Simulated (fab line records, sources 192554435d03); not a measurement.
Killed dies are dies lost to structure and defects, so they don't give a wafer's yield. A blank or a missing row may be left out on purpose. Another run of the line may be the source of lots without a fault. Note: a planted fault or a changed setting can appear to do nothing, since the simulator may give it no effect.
A struck lot beside a sound one + flow n5-finfet + 39 out of 1938 route steps
Sound: wafers L844.1, L844.2, L844.5. Wafers struck: L840.1, L840.5, L840.6. The cause is given at the end.
For every step that has rows: the tool of each side, followed by ch and its chambers, followed by its first start. Under that, the readings that differ: sound wafers + struck wafers + difference of the means + sigmas: that difference in standard deviations of wafers without a fault.
alike: words and numbers the same on both sides, and readings whose means are apart by under 2 such deviations; not compared: readings that were withheld, readings missing a value for some wafer, numbers with overlapping values and no deviation given by the record, and bounds like >300 which may hide the same value.
The two part at a step that has a row with sigmas, a row that says differs or no value, or rows on one side only. Non-overlapping numbers with no deviation appear without sigmas and do not part them. Lack of a reading on every wafer of one side parts them only where that side has two or more wafers.

first, 11 steps without rows for these wafers: N5_BEOL_M0_SAQP_ETCH_102 (etches SiO2 in CF4, target depth 4 nm, time 4.4 s); N5_BEOL_M0_SAQP_MANDREL_ETCH_103 (etches a-Si in HBr/Cl2, stops on SiCN, target depth 45 nm, bt time 10 s, time 27 s); N5_BEOL_M0_SAQP_RECESS_104 (chemistry HF/NH3, target SiO2, target depth 18 nm, afs cycles 3, sublimation time 60 s); N5_BEOL_M0_SAQP_COAT_105 (time 60 s, resist thk 100 nm); N5_BEOL_M0_SAQP_ETCH_106 (etches SOC in N2/H2, stops on SiNx, target depth 150 nm); N5_BEOL_M0_SAQP_ETCH_107 (etches SiNx in CH3F/O2, target depth 30 nm); N5_BEOL_M0_SAQP_STRIP_108 (strips in N2/H2); N5_BEOL_M0_SAQP_RECESS_109 (chemistry HF/NH3, target SiO2, target depth 3 nm, afs cycles 1, sublimation time 60 s); N5_BEOL_M0_SAQP_SPACER2_ALD_26 (deposits SiO2, target thk 15 nm, pulse time 1 s, purge time 2 s); N5_BEOL_M0_SAQP_SPACER2_ETCHBACK_27 (etches SiO2 in CHF3/O2, target depth 22.5 nm, time 11.25 s); N5_BEOL_M0_SAQP_MANDREL2_REMOVE_110 (chemistry HBr/Cl2/O2, target a-Si, stops on SiCN, bt time 10 s).
N5_BEOL_M0_SAQP_COAT_69: time 60 s, resist thk 90 nm.
  sound on litho-track-01 ch 0, day 9 17:23; struck on litho-track-05 ch 0, day 8 17:31
| reading                                       | sound                | struck               | difference | sigmas      |
|-----------------------------------------------|----------------------|----------------------|------------|-------------|
| spin-speed-rpm (rpm)                          | 1498.7 1499.1 1499.5 | 1616.8 1619.2 1616.5 | +118.4     | +99 or more |
| model.SOC_of_BEOL_M0_SAQP_COAT_69.thk-nm (nm) | 90 89.8 90           | 86.6 86.8 86.6       | -3.3       |             |
then, 15 steps without rows for these wafers: N5_BEOL_M0_SAQP_COAT_72 (time 60 s, resist thk 15 nm); N5_BEOL_M0_SAQP_COAT_87 (time 60 s, resist thk 5 nm); N5_BEOL_M0_SAQP_COAT_34 (resist thk 30 nm); N5_BEOL_M0_SAQP_EBR_36; N5_BEOL_M0_SAQP_SOFTBAKE_35 (time 60 s); N5_BEOL_M0_SAQP_EXPOSE_37 (exposes mask M0 CUT1, target cd 30 nm); N5_BEOL_M0_SAQP_PEB_38 (peb time 60 s); N5_BEOL_M0_SAQP_DEVELOP_39 (develop time 30 s); N5_BEOL_M0_SAQP_DESCUM_45 (chemistry O2, time 7 s); N5_BEOL_M0_SAQP_ETCH_88 (etches underlayer in N2/H2, target depth 6.5 nm, time 5.2 s); N5_BEOL_M0_SAQP_ETCH_73 (etches SiARC in CF4, target depth 19.5 nm, time 32.5 s); N5_BEOL_M0_SAQP_CUT_ETCH_46 (etches SOC in N2/H2, target depth 135 nm, overetch 27 nm, time 202.5 s); N5_BEOL_M0_SAQP_STRIP_74 (strips in N2/H2); N5_BEOL_M0_SAQP_STRIP_89 (strips in N2/H2); N5_BEOL_M0_SAQP_ALD_48 (deposits SiO2, target thk 20 nm, pulse time 1 s, co reactant pulse time 1 s).
N5_BEOL_M0_SAQP_ETCH_49: etches SiO2 in CF4/O2, target depth 37 nm.
  sound on rie-diel-06 ch 1,2,3, day 9 19:11; struck on rie-diel-02 ch 1,2, day 8 19:37
| reading                                       | sound        | struck         | difference | sigmas |
|-----------------------------------------------|--------------|----------------|------------|--------|
| model.SOC_of_BEOL_M0_SAQP_COAT_69.thk-nm (nm) | 71.2 70 70.8 | 67.4 67.4 67.4 | -3.3       |        |
  alike: drypump-motor-current-A, oes_ar_750_au, oes-product-au, rf-vpp-V, showerhead-plenum-p-Torr, throttle-valve-pct
  not compared: rf-hours-counter-h
then, 8 steps without rows for these wafers: N5_BEOL_M0_SAQP_STRIP_75 (strips in CF4); N5_BEOL_M0_CUTY_COAT_50 (time 60 s, resist thk 15 nm); N5_BEOL_M0_CUTY_COAT_51 (resist thk 150 nm); N5_BEOL_M0_CUTY_EBR_52; N5_BEOL_M0_CUTY_SOFTBAKE_53 (time 60 s); N5_BEOL_M0_CUTY_EXPOSE_54 (exposes mask M0 ABLK); N5_BEOL_M0_CUTY_PEB_55 (peb time 60 s); N5_BEOL_M0_CUTY_DEVELOP_56 (develop time 30 s).
N5_BEOL_M0_CUTY_ETCH_63: etches SOC in N2/H2, target depth 82.7 nm, overetch 16.5 nm, time 124 s.
  sound on rie-diel-04 ch 1,3, day 9 19:56; struck on rie-diel-04 ch 1,2,3, day 8 20:17
| reading                  | sound             | struck           | difference | sigmas |
|--------------------------|-------------------|------------------|------------|--------|
| model.etch.depth-nm (nm) | 71.22 70.08 70.87 | 67.38 67.4 67.38 | -3.34      |        |
  alike: drypump-motor-current-A, oes-product-au, rf-vpp-V, showerhead-plenum-p-Torr, throttle-valve-pct
  not compared: rf-hours-counter-h
-- the record jumps here: 5 days lie between the struck wafers' starts before and after (it left off in module BEOL_M0_CUTY and takes up again in module BEOL_M4, whose first step shown is number 1111 of the route) --
N5_BEOL_M4_RC_MEAS_101:
  sound on prober-01 ch 0, day 14 17:26; struck on prober-02 ch 0, day 13 09:08
  alike: DIBL_N, DIBL_P, IOFF_N, IOFF_P, ION_N, ION_P, SS_N, SS_P, VT_N, VT_P
-- the record jumps here: 6 days lie between the struck wafers' starts before and after (it left off in module BEOL_M4 and takes up again in module PASSIVATION, whose first step shown is number 1936 of the route) --
N5_PASSIVATION_PROBE_49:
  sound: prober-01 at day 19 15:45; struck: prober-02 at day 18 21:08
  alike: defect-limited-yield, killed_at_M0_to_M3, killed_at_M4_up, killed-at-contacts, killed-at-front-end, killed-at-other, killed-dies, killed-open, killed-short, sort_bin_4_leakage, sort_bin_5_function, sort_bin_6_memory, sort-n-pass, sort-yield-pct

WHERE THEY PART
Only at N5_BEOL_M0_SAQP_COAT_69, as far as this record shows. Later steps at which nothing parts them and some readings are alike: N5_BEOL_M0_SAQP_ETCH_49, N5_BEOL_M0_CUTY_ETCH_63, N5_BEOL_M4_RC_MEAS_101, N5_PASSIVATION_PROBE_49.

WHY: whatever the simulator had introduced
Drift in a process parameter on litho-track-05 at N5_BEOL_M0_SAQP_COAT_69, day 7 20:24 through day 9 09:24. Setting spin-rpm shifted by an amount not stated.
